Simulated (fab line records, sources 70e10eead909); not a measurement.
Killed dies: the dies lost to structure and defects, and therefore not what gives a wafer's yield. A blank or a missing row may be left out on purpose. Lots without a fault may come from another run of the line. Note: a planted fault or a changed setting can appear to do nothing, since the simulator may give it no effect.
fab line records	flow nand-harc
[record] lots = 6	wafers = 18	last-day = 33
route steps=1302 shown P_STI@78 END@1302
lots that met no fault: taken from a fault-free run of the same line
start-h: hours from the record's first day to the start of the lot's first wafer shown	wait-h: hours since the lot's step before	" same as the row above	L1.1+2: several wafers, shown together as one row	- no value, or no start given	* or withheld: withheld	< > ~ a bound
route shown NAME@n: NAME is a module with steps in the file, n the number in the route of the first one	usual: the fault-free wafers' mean and standard deviation	same: alike in all rows	chamber/n: place in a boat	sites: per-site readings	_std_site: how widely they spread, as a standard deviation	_edge_site: inner sites' mean taken away from outer sites' mean	radius-mm: for every site, how far away it sits from the centre of the wafer	mask NAME#n: copy n	behind: tool/chamber where the wafer was last shaped	hold: cause of the lot's hold/its duration in hours/its outcome	device: whichever transistor did not switch (one of n, p or np)	end of line: the route-end tests of the same wafers	a step with no rows: only its recipe	killed: dies that structure and defects cost at the first sort, which is not the same as the wafer's yield	map: shows each die of a wafer: x if killed, . if not, _ if none is there
set.NAME: the run value of the setting; set.NAME@STEP: its run value at that earlier step	model.NAME: the simulator's own value behind a step, which no gauge read
lots at selected steps of the route; one table per step, one row per wafer
services: from which hour (start-h, from the record's first day; less than 0 if before it) a tool's chamber was out of use, for how many hours, and why
[[steps]]
[step NHARC_P_STI_SOFTBAKE_04]
[recipe] temp-c = 125	time-s = 70
[step NHARC_P_STI_EBR_05]
[step NHARC_P_STI_EXPOSE_06]
[recipe] na = 0.55	target-cd-nm = 200	dose-mj = 37.69	mask-id = P_STI
[step NHARC_P_STI_PEB_07]
[recipe] peb-temp-c = 128	peb-time-s = 80
[step NHARC_P_STI_DEVELOP_08]
[recipe] time-s = 50	dev-temp-c = 22
[step NHARC_P_STI_CD_MEAS_09]
[recipe] target-cd-nm = 200	landing-energy-ev = 500
[usual] cd-nm = 200.0/2.2
lot.wafer	tool	chamber	start-h	wait-h	cd-nm
L181.2	cd-sem-03	0	93.77	-	201.1
L181.4	"	0	"	"	198.8
L181.6	"	0	"	"	199.8
L186.2	cd-sem-01	0	143.91	-	198.7
L186.3	"	0	"	"	197.6
L186.4	"	0	"	"	199.0
L187.2	cd-sem-03	0	155.44	-	197.5
L187.4	"	0	"	"	199.0
L187.6	"	0	"	"	199.3
L188.1	cd-sem-03	0	163.47	-	198.9
L188.2	"	0	"	"	197.2
L188.5	"	0	"	"	199.8
L197.3	cd-sem-01	0	252.95	-	198.8
L197.4	"	0	"	"	198.1
L197.5	"	0	"	"	195.9
L199.3	cd-sem-03	0	272.55	-	199.4
L199.4	"	0	"	"	200.6
L199.6	"	0	"	"	199.7
[step NHARC_P_STI_OVL_MEAS_10]
[usual] overlay-x-nm = 1/7.6	overlay-y-nm = 0/6.4
lot.wafer	tool	chamber	start-h	wait-h	overlay-x-nm	overlay-y-nm
L181.2	overlay-02	-	93.85	-	14	0
L181.4	"	-	"	"	13	0
L181.6	"	-	"	"	14	0
L186.2	overlay-02	-	144.00	-	4	0
L186.3	"	-	"	"	4	0
L186.4	"	-	"	"	4	0
L187.2	overlay-01	-	155.52	-	-9	-7
L187.4	"	-	"	"	-10	-6
L187.6	"	-	"	"	-10	-6
L188.1	overlay-02	-	163.56	-	-7	-2
L188.2	"	-	"	"	-7	-3
L188.5	"	-	"	"	-6	-3
L197.3	overlay-02	-	253.03	-	-6	-6
L197.4	"	-	"	"	-6	-5
L197.5	"	-	"	"	-6	-6
L199.3	overlay-02	-	272.64	-	11	-5
L199.4	"	-	"	"	11	-4
L199.6	"	-	"	"	11	-4
[step NHARC_P_STI_INSPECT_11]
[usual] raw-defect-count = 5.5/2.8
lot.wafer	tool	chamber	start-h	wait-h	raw-defect-count
L181.2	defect-inspect-01	-	93.89	0.0	9
L181.4	"	-	"	"	3
L181.6	"	-	"	"	4
L186.2	defect-inspect-02	-	144.04	0.0	9
L186.3	"	-	"	"	9
L186.4	"	-	"	"	17
L187.2	defect-inspect-01	-	155.56	0.0	8
L187.4	"	-	"	"	6
L187.6	"	-	"	"	11
L188.1	defect-inspect-02	-	163.60	0.0	3
L188.2	"	-	"	"	9
L188.5	"	-	"	"	5
L197.3	defect-inspect-02	-	253.07	0.0	6
L197.4	"	-	"	"	6
L197.5	"	-	"	"	13
L199.3	defect-inspect-01	-	272.67	0.0	4
L199.4	"	-	"	"	3
L199.6	"	-	"	"	1
[step NHARC_P_STI_HARDBAKE_13]
[recipe] temp-c = 118	time-s = 65
[step NHARC_P_STI_DESCUM_14]
[recipe] time-s = 3	o2-flow-sccm = 200	ar-flow-sccm = 0	bias-power-w = 0	chemistry = O2
[usual] drypump-motor-current-A = 6.13/0.3	oes-product-au = 1.001/0.0082	rf-vpp-V = 57.9/0.92	showerhead-plenum-p-Torr = 1.95/0.082	throttle-valve-pct = 11.310/0.0091
lot.wafer	tool	chamber	start-h	wait-h	drypump-motor-current-A	oes-product-au	rf-hours-counter-h	rf-vpp-V	showerhead-plenum-p-Torr	throttle-valve-pct
L181.2	rie-diel-02	3	94.04	-	6.14	1.007	2	57.9	2.06	11.306
L181.4	"	0	"	"	5.81	0.994	2	56.9	1.94	11.316
L181.6	"	1	"	"	6.38	1.014	-	57.1	2.03	11.304
L186.3	rie-diel-13	0	144.17	-	6.61	1.000	8	56.0	1.87	11.331
L186.2	"	2	"	"	5.77	1.004	9	57.1	1.92	11.286
L186.4	"	3	"	"	5.89	1.002	9	57.9	2.05	11.310
L187.4	rie-diel-13	1	155.69	-	6.33	1.022	9	58.3	2.00	11.319
L187.2	"	2	"	"	5.76	1.011	10	59.0	1.92	11.316
L187.6	"	1	"	"	6.33	1.011	-	57.7	2.00	11.300
L188.2	rie-diel-12	1	163.73	-	5.67	1.006	6	56.1	1.88	11.317
L188.1	"	0	"	"	6.22	0.997	5	58.3	2.02	11.301
L188.5	"	1	"	"	5.68	1.005	-	56.3	1.88	11.339
L197.3	rie-diel-13	0	253.21	-	6.54	1.011	4	57.6	1.86	11.310
L197.4	"	2	"	"	5.73	1.010	4	57.0	1.92	11.317
L197.5	"	0	"	"	6.53	1.002	-	57.9	1.86	11.308
L199.3	rie-diel-02	3	272.81	-	6.11	0.989	2	59.5	2.06	11.299
L199.4	"	2	"	"	5.99	0.997	3	57.9	2.02	11.319
L199.6	"	3	"	"	6.12	0.995	-	59.3	2.06	11.307
[step NHARC_P_STI_ETCH_42]
[recipe] target-depth-a = 800	overetch-a = 240	time-s = 61	ion-energy-ev = 200	n2-flow-sccm = 150	h2-flow-sccm = 150	ar-flow-sccm = 0	rf-w = 400	bias-w = 150	chemistry = N2/H2
[usual] bias-w = 150.0/0.46	chamber-pressure-mTorr = 30.003/0.029	drypump-motor-current-A = 6.12/0.3	oes-product-au = 1.000/0.0072	rf-vpp-V = 431.8/2.7	showerhead-plenum-p-Torr = 2.08/0.087	throttle-valve-pct = 14.172/0.009
lot.wafer	tool	chamber	start-h	wait-h	bias-w	chamber-pressure-mTorr	drypump-motor-current-A	oes-product-au	rf-hours-counter-h	rf-vpp-V	showerhead-plenum-p-Torr	throttle-valve-pct
L181.2	rie-diel-02	0	94.11	0.1	149.5	30.032	5.80	1.000	3	432.1	2.07	14.182
L181.4	"	2	"	"	149.9	29.985	5.99	1.002	2	432.8	2.16	14.175
L181.6	"	0	"	"	150.0	29.977	5.82	0.992	-	431.3	2.07	14.169
L186.4	rie-diel-13	2	144.26	0.1	150.2	29.999	5.70	1.003	9	431.0	2.05	14.186
L186.3	"	3	"	"	149.6	30.027	5.91	1.008	9	434.7	2.19	14.160
L186.2	"	0	"	"	150.9	29.993	6.54	0.998	8	428.9	1.99	14.168
L187.4	rie-diel-13	3	155.78	0.1	149.8	30.042	5.93	0.998	10	434.9	2.19	14.165
L187.2	"	1	"	"	149.7	29.968	6.33	0.998	9	433.4	2.14	14.181
L187.6	"	3	"	"	150.4	30.008	5.97	0.983	-	435.4	2.19	14.152
L188.1	rie-diel-12	1	163.83	0.1	150.0	29.991	5.71	0.997	6	430.1	2.01	14.143
L188.2	"	2	"	"	150.7	30.022	6.28	0.995	5	426.0	1.90	14.185
L188.5	"	0	"	"	150.1	29.996	6.21	0.996	-	432.4	2.15	14.163
L197.3	rie-diel-13	1	253.30	0.1	150.9	30.055	6.31	1.000	4	433.0	2.14	14.164
L197.4	"	2	"	"	149.7	29.984	5.72	1.003	4	430.6	2.05	14.176
L197.5	"	3	"	"	150.5	30.004	5.91	1.015	-	434.3	2.19	14.175
L199.3	rie-diel-02	0	272.90	0.1	150.1	30.006	5.80	0.992	3	431.8	2.07	14.169
L199.4	"	1	"	"	149.3	30.079	6.38	0.990	3	434.2	2.17	14.161
L199.6	"	2	"	"	150.7	30.003	6.02	0.989	-	433.6	2.15	14.175
[step NHARC_P_STI_ETCH_31]
[recipe] target-depth-a = 1089	time-s = 54.5	cf4-flow-sccm = 100	chf3-flow-sccm = 30	ar-flow-sccm = 0	rf-w = 500	bias-w = 200	chemistry = CF4/CHF3
[usual] bias-w = 199.9/0.61	cf4-flow-sccm = 100.00/0.28	drypump-motor-current-A = 6.12/0.3	oes-product-au = 0.963/0.015	rf-vpp-V = 371.7/2.2	showerhead-plenum-p-Torr = 1.61/0.061	throttle-valve-pct = 16.803/0.009
lot.wafer	tool	chamber	start-h	wait-h	bias-w	cf4-flow-sccm	drypump-motor-current-A	oes-product-au	rf-hours-counter-h	rf-vpp-V	showerhead-plenum-p-Torr	throttle-valve-pct
L181.2	rie-diel-02	2	-	-	199.5	99.87	5.99	0.959	2	374.4	1.66	16.800
L181.4	"	1	"	"	200.4	99.85	6.35	0.960	2	374.3	1.67	16.793
L181.6	"	3	"	"	199.2	100.03	6.10	0.984	-	375.6	1.69	16.799
L186.2	rie-diel-13	0	-	-	200.4	100.13	6.53	0.932	8	368.8	1.54	16.806
L186.4	"	1	"	"	200.1	100.09	6.36	0.919	8	374.0	1.64	16.798
L186.3	"	2	"	"	199.7	99.95	5.71	0.933	9	372.1	1.58	16.807
L187.2	rie-diel-13	2	-	-	199.3	99.67	5.69	0.965	10	370.6	1.58	16.814
L187.4	"	0	"	"	201.2	100.52	6.57	0.986	9	368.7	1.54	16.815
L187.6	"	2	"	"	199.5	99.97	5.72	0.958	-	371.4	1.58	16.799
L188.1	rie-diel-12	1	-	-	200.5	99.89	5.70	0.963	6	370.5	1.55	16.806
L188.2	"	0	"	"	199.0	99.57	6.23	0.984	5	372.6	1.65	16.817
L188.5	"	2	"	"	200.5	100.03	6.30	0.966	-	367.5	1.48	16.806
L197.4	rie-diel-13	3	-	-	200.7	100.23	5.88	0.954	5	374.6	1.68	16.801
L197.3	"	0	"	"	200.7	99.28	6.51	0.946	4	369.1	1.54	16.806
L197.5	"	1	"	"	200.1	99.79	6.35	0.946	-	373.8	1.64	16.825
L199.3	rie-diel-02	3	-	-	199.0	99.83	6.10	0.960	2	374.6	1.68	16.810
L199.4	"	0	"	"	199.9	99.89	5.82	0.956	3	371.7	1.59	16.802
L199.6	"	1	"	"	199.8	100.37	6.41	0.964	-	372.9	1.66	16.792
[step NHARC_P_STI_ETCH_15]
[recipe] target-depth-a = 3000	taper-deg = 4	time-s = 100.1	hbr-flow-sccm = 150	cl2-flow-sccm = 50	rf-w = 400	icp-w = 400	bias-w = 100	chemistry = HBr/Cl2
[usual] bias-w = 100.0/0.35	chamber-pressure-mTorr = 15.000/0.014	drypump-motor-current-A = 5.9/0.46	oes-product-au = 0.999/0.0076	throttle-valve-pct = 26.405/0.0089
lot.wafer	tool	chamber	start-h	wait-h	bias-w	chamber-pressure-mTorr	drypump-motor-current-A	oes-product-au	rf-hours-counter-h	throttle-valve-pct
L181.2	rie-si-02	2	94.32	-	99.7	15.003	5.1	0.998	1.2	26.422
L181.4	"	0	"	"	100.4	14.981	6.3	0.990	-	26.392
L181.6	"	2	"	"	99.9	15.024	5.1	1.004	-	26.406
L186.2	rie-si-02	2	144.46	-	-	-	-	-	-	-
L186.4	"	3	"	"	-	-	-	-	-	-
L186.3	"	0	"	"	-	-	-	-	-	-
L187.2	rie-si-04	3	155.97	-	-	-	-	-	-	-
L187.4	"	2	"	"	-	-	-	-	-	-
L187.6	"	0	"	"	-	-	-	-	-	-
L188.1	rie-si-04	0	164.02	-	99.6	14.995	6.6	0.992	0.9	26.406
L188.2	"	2	"	"	100.1	14.996	6.1	0.998	0.8	26.392
L188.5	"	1	"	"	100.0	15.003	6.4	1.007	-	26.399
L197.3	rie-si-02	1	253.48	-	100.5	14.993	5.8	1.000	0.8	26.416
L197.4	"	2	"	"	100.0	15.016	5.1	1.006	1.2	26.396
L197.5	"	2	"	"	99.1	15.019	5.1	1.000	-	26.405
L199.4	rie-si-04	1	273.10	-	100.4	15.025	6.4	1.001	0.4	26.417
L199.3	"	3	"	"	99.7	14.997	5.7	0.990	0.5	26.411
L199.6	"	0	"	"	100.7	15.015	6.6	0.989	-	26.413
[step NHARC_P_STI_CD_MEAS_16]
[usual] cd-nm = 199.5/2.3
lot.wafer	tool	chamber	start-h	wait-h	cd-nm
L181.2	cd-sem-03	-	94.50	-	201.2
L181.4	"	-	"	"	198.6
L181.6	"	-	"	"	200.5
L186.2	cd-sem-02	-	144.61	-	196.6
L186.3	"	-	"	"	196.8
L186.4	"	-	"	"	196.8
L187.2	cd-sem-02	-	156.13	-	196.8
L187.4	"	-	"	"	197.9
L187.6	"	-	"	"	198.5
L188.1	cd-sem-02	-	164.18	-	196.4
L188.2	"	-	"	"	195.6
L188.5	"	-	"	"	198.0
L197.3	cd-sem-02	-	253.64	-	198.6
L197.4	"	-	"	"	197.7
L197.5	"	-	"	"	195.2
L199.3	cd-sem-03	-	273.25	-	198.7
L199.4	"	-	"	"	198.7
L199.6	"	-	"	"	200.2
[step NHARC_P_STI_OCD_MEAS_17]
[usual] trench-depth-nm = 300/3.2	trench-foot-cd-nm = 158.1/2.3
lot.wafer	tool	chamber	start-h	wait-h	trench-depth-nm	trench-foot-cd-nm
L181.2	ocd-02	-	94.58	0.1	298	159.2
L181.4	"	-	"	"	296	157.9
L181.6	"	-	"	"	299	157.9
L186.2	ocd-02	-	144.70	0.1	0	-
L186.3	"	-	"	"	0	-
L186.4	"	-	"	"	0	-
L187.2	ocd-01	-	156.22	0.1	0	-
L187.4	"	-	"	"	0	-
L187.6	"	-	"	"	1	-
L188.1	ocd-02	-	164.27	0.1	295	157.6
L188.2	"	-	"	"	300	155.3
L188.5	"	-	"	"	304	157.3
L197.3	ocd-02	-	253.73	0.1	301	156.6
L197.4	"	-	"	"	306	155.2
L197.5	"	-	"	"	303	153.6
L199.3	ocd-02	-	273.34	0.1	298	158.0
L199.4	"	-	"	"	300	158.7
L199.6	"	-	"	"	296	158.4
[step NHARC_P_STI_STRIP_19]
[recipe] time-s = 900	temp-c = 130	chemistry = SPM
[step NHARC_P_STI_PRECLEAN_32]
[recipe] time-s = *	temp-c = 50	bath-age-min = 0	chemistry = SC1
[step NHARC_P_STI_SRD_23]
[step NHARC_P_STI_OCD_MEAS_43]
[usual] trench-depth-nm = 300/3.2	trench-foot-cd-nm = 158.0/2.3
lot.wafer	tool	chamber	start-h	wait-h	trench-depth-nm	trench-foot-cd-nm
L181.2	ocd-01	-	95.09	-	298	158.7
L181.4	"	-	"	"	296	158.4
L181.6	"	-	"	"	299	157.6
L186.2	ocd-01	-	145.20	-	0	-
L186.3	"	-	"	"	0	-
L186.4	"	-	"	"	0	-
L187.2	ocd-02	-	156.73	-	0	-
L187.4	"	-	"	"	0	-
L187.6	"	-	"	"	0	-
L188.1	ocd-01	-	164.78	-	295	157.5
L188.2	"	-	"	"	299	155.6
L188.5	"	-	"	"	304	156.8
L197.3	ocd-01	-	254.23	-	300	156.9
L197.4	"	-	"	"	307	155.7
L197.5	"	-	"	"	303	153.3
L199.3	ocd-01	-	273.84	-	298	157.5
L199.4	"	-	"	"	301	158.4
L199.6	"	-	"	"	297	158.3
[step NHARC_P_STI_OXIDE_33]
[recipe] target-thk-a = 100	temp-c = 1000	ox-time-s = 281	material = SiO2
[step NHARC_END_SORT_01]
[recipe] temp-c = 25
[usual] killed-at-array = 60/21	killed-at-other = 1.0/1.2	killed-at-periphery = 4.2/2.8	killed-dies = 65/20	killed-open = 3.1/1.8	killed-short = 2.6/1.6
[same] gross-dies = 677
lot.wafer	tool	chamber	start-h	wait-h	killed-at-array	killed-at-other	killed-at-periphery	killed-dies	killed-open	killed-short
L186.2	prober-02	0	649.39	2.8	62	0	615	677	5	6
L186.3	prober-02	0	650.20	3.1	54	0	623	677	3	1
L186.4	prober-02	0	651.00	3.4	63	0	614	677	1	2
L187.2	prober-02	0	663.50	2.8	51	1	625	677	3	0
L187.4	prober-02	0	665.08	3.4	46	0	631	677	1	2
L187.6	prober-02	0	666.65	3.9	51	2	624	677	7	1
L188.2	prober-01	0	664.93	2.8	60	0	3	63	3	1
// killed by level:class
L186.2 P_STI:area-etch=614 A_SLIT:chamber-film-flake=17 A_CHANNEL_HOLE_D1:chamber-film-flake=12 A_CHANNEL_HOLE_D2:chamber-film-flake=11 A_CONTACT:chamber-film-flake=10 A_ONON_D2:geometric-particle:open=2 A_M0:geometric-particle:open=2 A_CHANNEL_FILL_D2:chamber-film-flake=2
L186.3 P_STI:area-etch=623 A_CHANNEL_HOLE_D2:chamber-film-flake=19 A_SLIT:chamber-film-flake=15 A_CHANNEL_HOLE_D1:chamber-film-flake=7 A_CONTACT:chamber-film-flake=4 A_CHANNEL_FILL_D1:geometric-particle:short=1 A_ONON_D2:geometric-particle:open=1 A_M0:geometric-particle:open=1
L186.4 P_STI:area-etch=613 A_SLIT:chamber-film-flake=35 A_CHANNEL_HOLE_D2:chamber-film-flake=9 A_CHANNEL_HOLE_D1:chamber-film-flake=5 A_CONTACT:chamber-film-flake=4 A_STAIRCASE:chamber-film-flake=3 A_CHANNEL_FILL_D2:chamber-film-flake=2 P_M0:geometric-particle:short=1
L187.2 P_STI:area-etch=618 A_SLIT:chamber-film-flake=37 A_CHANNEL_HOLE_D1:chamber-film-flake=4 A_STAIRCASE:chamber-film-flake=4 P_CONTACT:geometric-particle:open=2 P_GATE:chamber-film-flake=2 A_CHANNEL_FILL_D2:chamber-film-flake=2 A_CONTACT:chamber-film-flake=2
L188.2 A_CHANNEL_HOLE_D1:chamber-film-flake=37 A_CHANNEL_HOLE_D2:chamber-film-flake=9 A_ZERO_WELL:chamber-film-flake=4 A_STAIRCASE:chamber-film-flake=4 A_CONTACT:chamber-film-flake=2 A_DECK1_JOINT:chamber-film-flake=2 P_GATE:geometric-particle:open=1 P_M0:geometric-particle:short=1
L187.4 P_STI:area-etch=627 A_SLIT:chamber-film-flake=33 A_CHANNEL_HOLE_D1:chamber-film-flake=5 P_ZERO_WELL:chamber-film-flake=2 A_CHANNEL_HOLE_D2:chamber-film-flake=2 A_STAIRCASE:chamber-film-flake=2 P_GATE:geometric-particle:short=1 A_CHANNEL_HOLE_D1:geometric-particle:open=1
L187.6 P_STI:area-etch=614 A_SLIT:chamber-film-flake=31 A_CHANNEL_HOLE_D1:chamber-film-flake=5 P_CONTACT:chamber-film-flake=4 A_CONTACT:chamber-film-flake=4 A_CHANNEL_FILL_D1:geometric-particle:open=3 P_GATE:chamber-film-flake=3 P_ZERO_WELL:chamber-film-flake=2
// map L186.2 (x killed, . not)
____________x____________
_________xxxxxxx_________
_______xxxxxxxxxxx_______
______xxxxxxxxxxxxx______
_____xxxxxxxxxxxxxxx_____
____xxxxxxxxxxxxxxxxx____
____xxxxxxxxxxxxxxxxx____
___xxxxxxxxxxxxxxxxxxx___
___xxxxxxxxxxxxxxxxxxx___
__xxxxxxxxxxxxxxxxxxxxx__
__xxxxxxxxxxxxxxxxxxxxx__
_xxxxxxxxxxxxxxxxxxxxxxx_
_xxxxxxxxxxxxxxxxxxxxxxx_
_xxxxxxxxxxxxxxxxxxxxxxx_
_xxxxxxxxxxxxxxxxxxxxxxx_
_xxxxxxxxxxxxxxxxxxxxxxx_
xxxxxxxxxxxxxxxxxxxxxxxxx
xxxxxxxxxxxxxxxxxxxxxxxxx
xxxxxxxxxxxxxxxxxxxxxxxxx
xxxxxxxxxxxxxxxxxxxxxxxxx
xxxxxxxxxxxxxxxxxxxxxxxxx
_xxxxxxxxxxxxxxxxxxxxxxx_
_xxxxxxxxxxxxxxxxxxxxxxx_
_xxxxxxxxxxxxxxxxxxxxxxx_
_xxxxxxxxxxxxxxxxxxxxxxx_
_xxxxxxxxxxxxxxxxxxxxxxx_
__xxxxxxxxxxxxxxxxxxxxx__
__xxxxxxxxxxxxxxxxxxxxx__
___xxxxxxxxxxxxxxxxxxx___
___xxxxxxxxxxxxxxxxxxx___
____xxxxxxxxxxxxxxxxx____
____xxxxxxxxxxxxxxxxx____
_____xxxxxxxxxxxxxxx_____
______xxxxxxxxxxxxx______
_______xxxxxxxxxxx_______
_________xxxxxxx_________
____________x____________
// map L187.2 (x killed, . not)
____________x____________
_________xxxxxxx_________
_______xxxxxxxxxxx_______
______xxxxxxxxxxxxx______
_____xxxxxxxxxxxxxxx_____
____xxxxxxxxxxxxxxxxx____
____xxxxxxxxxxxxxxxxx____
___xxxxxxxxxxxxxxxxxxx___
___xxxxxxxxxxxxxxxxxxx___
__xxxxxxxxxxxxxxxxxxxxx__
__xxxxxxxxxxxxxxxxxxxxx__
_xxxxxxxxxxxxxxxxxxxxxxx_
_xxxxxxxxxxxxxxxxxxxxxxx_
_xxxxxxxxxxxxxxxxxxxxxxx_
_xxxxxxxxxxxxxxxxxxxxxxx_
_xxxxxxxxxxxxxxxxxxxxxxx_
xxxxxxxxxxxxxxxxxxxxxxxxx
xxxxxxxxxxxxxxxxxxxxxxxxx
xxxxxxxxxxxxxxxxxxxxxxxxx
xxxxxxxxxxxxxxxxxxxxxxxxx
xxxxxxxxxxxxxxxxxxxxxxxxx
_xxxxxxxxxxxxxxxxxxxxxxx_
_xxxxxxxxxxxxxxxxxxxxxxx_
_xxxxxxxxxxxxxxxxxxxxxxx_
_xxxxxxxxxxxxxxxxxxxxxxx_
_xxxxxxxxxxxxxxxxxxxxxxx_
__xxxxxxxxxxxxxxxxxxxxx__
__xxxxxxxxxxxxxxxxxxxxx__
___xxxxxxxxxxxxxxxxxxx___
___xxxxxxxxxxxxxxxxxxx___
____xxxxxxxxxxxxxxxxx____
____xxxxxxxxxxxxxxxxx____
_____xxxxxxxxxxxxxxx_____
______xxxxxxxxxxxxx______
_______xxxxxxxxxxx_______
_________xxxxxxx_________
____________x____________
[[services]]
tool	chamber	start-h	hours	kind
rie-diel-13	0	70.57	-	clean
rie-diel-13	1	70.57	-	clean
rie-diel-13	2	70.57	-	clean
rie-diel-13	3	70.57	-	clean
rie-si-04	2	87.16	12.4	repair
rie-diel-12	-	91.40	9.0	pm
rie-diel-13	0	95.07	-	clean
rie-diel-13	1	95.07	-	clean
rie-diel-13	2	95.07	-	clean
rie-diel-13	3	95.07	-	clean
rie-si-02	-	100.00	9.0	pm
rie-si-04	-	125.33	6.9	repair
rie-diel-02	1	130.19	6.3	repair
rie-diel-13	-	165.00	9.0	pm
rie-diel-12	1	173.94	7.1	repair
rie-si-02	0	179.38	6.1	repair
rie-diel-02	-	182.35	1.2	repair
rie-si-04	2	187.58	3.4	repair
rie-si-02	1	188.78	6.7	repair
rie-si-04	-	194.84	9.0	pm
rie-diel-02	-	216.70	9.0	pm
rie-diel-12	2	255.51	5.7	repair
rie-diel-13	0	256.77	7.8	repair
rie-diel-12	-	268.43	9.0	pm
[[key]]
[first-sign] step = NHARC_P_STI_ETCH_15	reading = tool-record	direction = missing
[effect] step = NHARC_P_STI_OCD_MEAS_17	reading = trench-depth-nm	direction = down	sigmas = 92	usual = 300	struck = 0
[effect] step = NHARC_P_STI_OCD_MEAS_43	reading = trench-depth-nm	direction = down	sigmas = 94	usual = 300	struck = 0
[effect] step = NHARC_END_SORT_01	reading = killed-at-periphery	direction = up	sigmas = 99+	usual = 4.2	struck = 622
[more-kills-born-at] NHARC_P_STI_ETCH_15@rie-si-04 = 1859	NHARC_P_STI_ETCH_15@rie-si-02 = 1850
met-at NHARC_P_STI_ETCH_15
struck-wafers L186.2,L186.3,L186.4,L187.2,L187.4,L187.6
later-rows-left-out L186.2,L186.3,L186.4,L187.2,L187.4,L187.6
tester-left-out L186,L187
onset-between 94.32 144.46
[fault] kind = skipped-step-whole	tool = rie-si-02,rie-si-04	chamber = -	onset-h = 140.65	steps = NHARC_P_STI_ETCH_15	scope = struck-lots-only
// tester-left-out: of these lots the tester's yield and bins aren't shown, on N5 and GAA mostly nor the transistor test; their killed dies are dies lost to structure and defects alone, not to doping, threshold or leakage, so they don't give the yield
// later-rows-left-out: the simulator's readings of these wafers behind a module that went badly wrong aren't trusted and aren't shown, but for the sort
